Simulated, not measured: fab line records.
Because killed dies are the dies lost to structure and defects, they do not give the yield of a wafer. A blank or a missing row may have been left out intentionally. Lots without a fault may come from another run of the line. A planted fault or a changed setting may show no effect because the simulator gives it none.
Split-lot trial -- flow n5 finfet -- 21 wafers read across 7 lots, on a route 1938 steps long

SPLIT DETAILS
At N5_SD_EPI_P_EPI_21 (deposits SiGe:B, time 355 s), the setting epi growth time s was moved away from the recipe's 355 s on 11 of the 21 wafers read, by -5.9% to +10.3%. All remaining wafers had this setting at the recipe value.

FROM THE SPLIT TO THE READING: what the file shows between them, 5 steps
- N5_SD_EPI_P_EPI_MEAS_23
- N5_SD_EPI_P_HM_STRIP_48: strips SiNx in H3PO4, material SiNx, target depth 3 nm
- N5_SD_EPI_P_SRD_49: time 30 s
- N5_SD_ACTIVATION_RTA_00: time 0 s
- N5_SD_ACTIVATION_LSA_01: time 0.0008 s

THE READING
RS_SD_P in ohm/sq, measured at N5_SD_ACTIVATION_RS_MEAS_03 by four-point-probe. A value of 56.2 ohm/sq with a standard deviation of 1.1 ohm/sq is what fault-free wafers of this fab line usually give.

wafer,"tool, chamber at the split","epi growth time s as run, s",against the recipe,"RS_SD_P, ohm/sq",against lot-mates on the recipe
L078.2,"epi rpcvd-03, 0",371.3,+4.6%,53.6,-2.1
L078.4,"epi rpcvd-03, 0",355,recipe,55.7,-
L078.5,"epi rpcvd-03, 0",371.3,+4.6%,54.0,-1.7
L080.2,"epi rpcvd-01, 0",391.5,+10.3%,53.1,-3.2
L080.3,"epi rpcvd-01, 0",391.5,+10.3%,53.3,-3.0
L080.4,"epi rpcvd-01, 0",355,recipe,56.3,-
L083.1,"epi rpcvd-01, 0",338.9,-4.5%,60.9,+2.0
L083.3,"epi rpcvd-01, 0",338.9,-4.5%,60.2,+1.3
L083.6,"epi rpcvd-01, 0",355,recipe,58.9,-
L086.1,"epi rpcvd-02, 0",334.1,-5.9%,57.8,+3.0
L086.5,"epi rpcvd-02, 0",334.1,-5.9%,57.7,+2.9
L086.6,"epi rpcvd-02, 0",355,recipe,54.8,-
L089.1,"epi rpcvd-01, 0",389,+9.6%,52.0,-3.2
L089.3,"epi rpcvd-01, 0",355,recipe,55.2,-
L089.6,"epi rpcvd-01, 0",355,recipe,55.3,-
L092.2,"epi rpcvd-01, 0",355,recipe,56.3,-
L092.3,"epi rpcvd-01, 0",355,recipe,56.1,-
L092.6,"epi rpcvd-01, 0",355,recipe,55.7,-
L094.2,"epi rpcvd-03, 0",388,+9.3%,53.0,-3.9
L094.4,"epi rpcvd-03, 0",388,+9.3%,53.6,-3.3
L094.6,"epi rpcvd-03, 0",355,recipe,56.9,-

THE FIT
A straight line over all 21 wafers: RS_SD_P changes by -0.388 ohm/sq for each +1% of epi growth time s; r = -0.86; the points scatter about the line by 1.3 ohm/sq.
The same after taking each lot's own level away (the mean of its wafers on the recipe; 21 wafers): -0.371 ohm/sq for each +1%; r = -0.98; scatter 0.39 ohm/sq.
Per that fit: largest epi growth time s move, reading shift of 3.8 ohm/sq.
Measured against the standard deviation above, the lots' own levels, which go from 54.80 to 58.90 ohm/sq, span 3.7 times it.
The two slopes are in agreement: the lot-to-lot level therefore moves the slope only a little.
Check: for one of the wafers moved furthest among these (+10.3%), held out of the fit, the line's prediction against its lot-mates is -3.8 ohm/sq. Against them it came out at -3.2 ohm/sq.

ADDITIONAL SPLITS CARRIED BY THESE WAFERS
These wafers also went through other splits before the reading. Each is held against what the fit with the lots' levels taken away leaves over:
other split on the same wafers,wafers away from the commonest value,r with RS_SD_P (lot level and that fit taken away)
N5_ZERO_LAYER_COAT_05 spin rpm,5,+0.19
N5_ZERO_LAYER_DEVELOP_10 develop time s,4,+0.01
N5_WELL_APT_EXPOSE_22 dose mj,6,+0.02
N5_WELL_APT_PEB_23 peb time s,12,+0.03
N5_FIN_SAQP_HM_DEP_72 time s,7,+0.58
N5_FIN_SAQP_DEVELOP_15 develop time s,7,+0.10
N5_DUMMY_GATE_COAT_35 spin rpm,3,-0.24
N5_SD_EPI_P_ETCH_16 target depth a,6,+0.34

THE WHOLE CHAIN: every reading that the file lists as answering this split, in the file's order
step,what it does,reading,change (the file's fit),r (the file's)
N5_SD_EPI_P_EPI_21,"deposits SiGe:B, time 355 s","SiGe-B_of_SD_EPI_P_EPI_21.thk nm (the simulator's own value, which no gauge read)",+0.402 nm for each +1% of the setting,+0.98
N5_SD_EPI_P_EPI_MEAS_23,,thk nm,withheld for each +1% of the setting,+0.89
N5_SD_ACTIVATION_RS_MEAS_03,measures by four-point-probe,RS_SD_P,-0.363 for each +1% of the setting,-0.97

FILE'S OWN FIT
RS_SD_P changes by -0.363 ohm/sq for each +1% of epi growth time s, r = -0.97.
